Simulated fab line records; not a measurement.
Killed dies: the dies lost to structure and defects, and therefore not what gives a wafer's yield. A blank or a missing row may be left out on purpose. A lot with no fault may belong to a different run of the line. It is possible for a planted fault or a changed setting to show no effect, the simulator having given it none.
A lot that was struck, set against a sound lot ; flow nand-harc ; 14 out of 1159 route steps
Sound: these wafers, L270.1, L270.3, L270.6. Struck: wafer L279.6. (L279.2, L279.5 of the same lot were not struck and are left out.) The cause comes at the end.
Order at every step that has rows: each side's tool, ch and its chambers, its first start. Under that, the readings that differ: sound wafers ; struck wafers ; difference of the means ; sigmas: that difference in standard deviations of wafers without a fault.
alike: a reading whose means differ by less than 2 such deviations, as well as words and numbers matching on both sides. not compared: withheld readings; readings where some wafer has no value; bounds like >300 that might hide an equal value; numbers whose values overlap and for which the record gives no deviation.
The two part at a step that has a row with sigmas, a row that says differs or no value, or rows on one side only. Non-overlapping numbers with no deviation appear without sigmas and do not part them. A reading that every wafer of one side lacks parts them only if that side has two wafers or more.

first, 1 step without rows for these wafers: NHARC_A_STAIRCASE_HARDBAKE_185 (time 140 s).
NHARC_A_STAIRCASE_DESCUM_186: chemistry O2, time 3 s.
  sound on rie-diel-01 ch 1,2,3, day 13 00:05; struck on rie-diel-11 ch 2, day 14 18:38
  alike: chamber-pressure-mTorr, drypump-motor-current-A, oes-product-au, rf-vpp-V, showerhead-plenum-p-Torr, throttle-valve-pct
  not compared: rf-hours-counter-h
NHARC_A_STAIRCASE_TRIM_187: chemistry O2, time 211.2 s.
  sound on rie-diel-01 ch 0,2, day 13 00:16; struck on rie-diel-11 ch 0, day 14 18:44
  alike: chamber-pressure-mTorr, drypump-motor-current-A, oes-product-au, rf-vpp-V, showerhead-plenum-p-Torr, throttle-valve-pct
  not compared: rf-hours-counter-h
then, 1 step without rows for these wafers: NHARC_A_STAIRCASE_ETCH_188 (etches the open film in C4F8/O2, target depth 100 nm, time 40.5 s).
NHARC_A_STAIRCASE_TRIM_189: chemistry O2, time 211.2 s.
  sound on rie-diel-01 ch 0,1,2; struck on rie-diel-11 ch 0
  alike: chamber-pressure-mTorr, drypump-motor-current-A, oes-product-au, rf-vpp-V, showerhead-plenum-p-Torr, throttle-valve-pct
  not compared: rf-hours-counter-h
then, 5 steps without rows for these wafers: NHARC_A_STAIRCASE_ETCH_190 (etches the open film in C4F8/O2, target depth 100 nm, time 40.5 s); NHARC_A_STAIRCASE_TRIM_191 (chemistry O2, time 211.2 s); NHARC_A_STAIRCASE_ETCH_192 (etches the open film in C4F8/O2, target depth 100 nm, time 40.5 s); NHARC_A_STAIRCASE_TRIM_193 (chemistry O2, time 211.2 s); NHARC_A_STAIRCASE_ETCH_194 (etches the open film in C4F8/O2, target depth 100 nm, time 40.5 s).
NHARC_A_STAIRCASE_TRIM_196: chemistry O2, time 211.2 s.
  sound on rie-diel-13 ch 0,1,2, day 13 01:25; struck on rie-diel-13 ch 2, day 14 20:01
  alike: chamber-pressure-mTorr, drypump-motor-current-A, oes-product-au, rf-vpp-V, showerhead-plenum-p-Torr, throttle-valve-pct
  not compared: rf-hours-counter-h
NHARC_A_STAIRCASE_ETCH_197: etches the open film in C4F8/O2, target depth 100 nm, time 40.5 s.
  sound on rie-diel-13 ch 2,3, day 13 01:34; struck on rie-diel-13 ch 0, day 14 20:09
reading;sound;struck;difference;sigmas
rf-vpp-V (V);893 896 893;904;+10;+2
run-length-s (s);61.3 62.1 61.7;48.2;-13.5;-33
  alike: chamber-pressure-mTorr, oes-product-au
  not compared: rf-hours-counter-h
NHARC_A_STAIRCASE_TRIM_198: chemistry O2, time 211.2 s.
  sound on rie-diel-13 ch 2,3; struck on rie-diel-13 ch 0
reading;sound;struck;difference;sigmas
drypump-motor-current-A (A);5.2 5.4 5.4;6.7;+1.4;+3
showerhead-plenum-p-Torr (Torr);3.57 3.44 3.45;3.77;+0.28;+2
  alike: chamber-pressure-mTorr, oes-product-au, rf-vpp-V, throttle-valve-pct
  not compared: rf-hours-counter-h
-- record jumps: 8 days between struck wafers' starts before vs after; left off in module A_STAIRCASE, resumes in module END, first step shown is number 1159 of the route --
NHARC_END_SORT_01:
  at this point the record logs the struck wafers (prober-01 ch 0, day 23 07:19) and has no rows for the sound ones

WHERE THEY PART
At NHARC_A_STAIRCASE_ETCH_197 first; at NHARC_END_SORT_01 last (within this record only).

WHY: what had been put in by the simulator
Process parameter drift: rie-diel-13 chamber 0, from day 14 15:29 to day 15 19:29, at NHARC_A_STAIRCASE_ETCH_197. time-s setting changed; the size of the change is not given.
